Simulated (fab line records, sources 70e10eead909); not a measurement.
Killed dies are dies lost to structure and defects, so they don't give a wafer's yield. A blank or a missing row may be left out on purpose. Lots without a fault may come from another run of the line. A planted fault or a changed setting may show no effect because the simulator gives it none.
A struck lot beside a sound one | flow nand_harc | 14 steps out of a route of 1159
Sound: wafers L763.2, L763.5, L763.6. Struck: wafers L766.2, L766.3, L766.6. The cause comes at the end.
At each step with rows: each side's tool, then ch and its chambers, then its first start. Under that, the readings that differ: sound wafers | struck wafers | difference of the means | sigmas: that difference in standard deviations of wafers without a fault.
alike: readings whose means differ by less than 2 such deviations, and words and numbers that are the same on both sides. not compared: withheld readings, readings that some wafer has no value for, bounds like >300 that may hide the same value, and numbers for which the record gives no deviation and whose values overlap.
The two part at a step that has a row with sigmas, a row that says differs or no value, or rows on one side only. Numbers that don't overlap but have no deviation are shown without sigmas and don't part them. A reading that every wafer of one side lacks parts them only if that side has two wafers or more.

NHARC_A_SOURCE_PLATE_THK_MEAS_09: measures by ellipsometry.
  sound on film_metro-01, day 6 23:19; struck on film_metro-01, day 7 20:36
  alike: thk_nm
then, 3 steps without rows for these wafers: NHARC_A_SOURCE_PLATE_PVD_04 (deposits WSi2, target thk 50 nm); NHARC_A_SOURCE_PLATE_CVD_03 (deposits poly-Si, target thk 200 nm, time 4000 s); NHARC_A_SOURCE_PLATE_ANNEAL_05 (time 1800 s).
NHARC_A_SOURCE_PLATE_THK_MEAS_06: measures by ellipsometry.
  sound on film_metro-02, day 7 13:42; struck on film_metro-01, day 8 09:35
  alike: thk_nm
NHARC_A_SOURCE_PLATE_INSPECT_08:
  sound on defect_inspect-02, day 7 13:46; struck on defect_inspect-02, day 8 09:41
  alike: raw_defect_count
then, 1 step without rows for these wafers: NHARC_A_ONON_D1_DEP_00 (target thk 1000 nm).
NHARC_A_ONON_D1_THK_MEAS_02: measures by ellipsometry.
  sound on film_metro-01, day 7 14:20; struck on film_metro-01, day 8 10:17
  alike: thk_nm
then, 1 step without rows for these wafers: NHARC_A_ONON_D1_DEP_03 (target thk 1000 nm).
NHARC_A_ONON_D1_THK_MEAS_05: measures by ellipsometry.
  sound on film_metro-01, day 7 14:55; struck on film_metro-01, day 8 10:51
  alike: thk_nm
NHARC_A_ONON_D1_DEP_06: target thk 1000 nm.
  sound on pecvd_onon-01 ch 0, day 7 15:02; struck on pecvd_onon-01 ch 0, day 8 10:58
  alike: sih4_flow_sccm
NHARC_A_ONON_D1_THK_MEAS_08: measures by ellipsometry.
  sound on film_metro-01, day 7 15:30; struck on film_metro-01, day 8 11:26
  reading     | sound       | struck         | difference | sigmas
  thk_nm (nm) | 979 978 980 | 1803 1803 1805 | +825       | +63
then, 1 step without rows for these wafers: NHARC_A_ONON_D1_DEP_09 (target thk 1000 nm).
-- the record jumps here: 12 days lie between the struck wafers' starts before and after (it left off in module A_ONON_D1 and takes up again in module END, whose first step shown is number 1159 of the route) --
NHARC_END_SORT_01:
  the record has rows for the struck wafers here (prober-01 ch 0, day 20 10:43) and none for the sound ones

WHERE THEY PART
First at NHARC_A_ONON_D1_THK_MEAS_08; last, within this record, at NHARC_END_SORT_01.

WHY: what the simulator had put in
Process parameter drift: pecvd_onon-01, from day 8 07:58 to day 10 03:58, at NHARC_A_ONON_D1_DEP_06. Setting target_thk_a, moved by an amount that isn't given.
